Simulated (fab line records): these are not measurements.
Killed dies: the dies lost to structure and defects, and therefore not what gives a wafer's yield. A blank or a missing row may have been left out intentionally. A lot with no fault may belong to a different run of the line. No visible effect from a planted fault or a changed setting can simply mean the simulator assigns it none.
Chamber matching | flow nand-harc | NHARC_P_M0_CMP_23 on cmp-02 has 4 sister chambers
The step polishes, t overpolish 20 s, target thk 117.53 nm. 4 wafers are shown with their chamber, then 9 later ones without.

WAFERS WITH THEIR CHAMBER
wafer  | chamber | motor-current-A (A)
L087.1 | 3       | 11.2
L087.4 | 2       | 12.9
L090.5 | 0       | 12.9
L090.6 | 1       | 11.9

WAFERS WHOSE CHAMBER IS MISSING
wafer  | motor-current-A (A)
L092.1 | 11.1
L092.5 | 11.3
L092.6 | 13.1
L094.2 | 12.5
L094.3 | 11.7
L094.6 | 12.4
L096.3 | 11.9
L096.4 | 10.7
L096.6 | 12.5

WHICH CHAMBER EACH ONE RAN IN
wafer  | from the rows above          | in truth
L092.1 | 3                            | 3
L092.5 | can't be placed: 3 or 1      | 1
L092.6 | can't be placed: 0 or 2      | 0
L094.2 | can't be placed: 0 or 2 or 1 | 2
L094.3 | can't be placed: 1 or 3      | 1
L094.6 | can't be placed: 0 or 1 or 2 | 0
L096.3 | 1                            | 1
L096.4 | 3                            | 3
L096.6 | can't be placed: 0 or 2 or 1 | 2
Correct placement for 3 of the 9. Can't be placed from these rows: 6 (the true chamber is among the candidates in 6). Number placed wrongly: 0.
How it was worked out, from the rows above alone: a wafer's distance from a chamber is the root of the sum, over the readings, of the square of ((its reading less the chamber's mean) divided by the reading's scatter). If the next closest chamber is less than 2 further off than the closest, the wafer can't be placed; otherwise it belongs to the closest. The mean given for a chamber averages the wafers shown for that chamber. The scatter: root of mean squared gap, hidden wafer to nearest shown wafer, with one shown wafer a chamber.
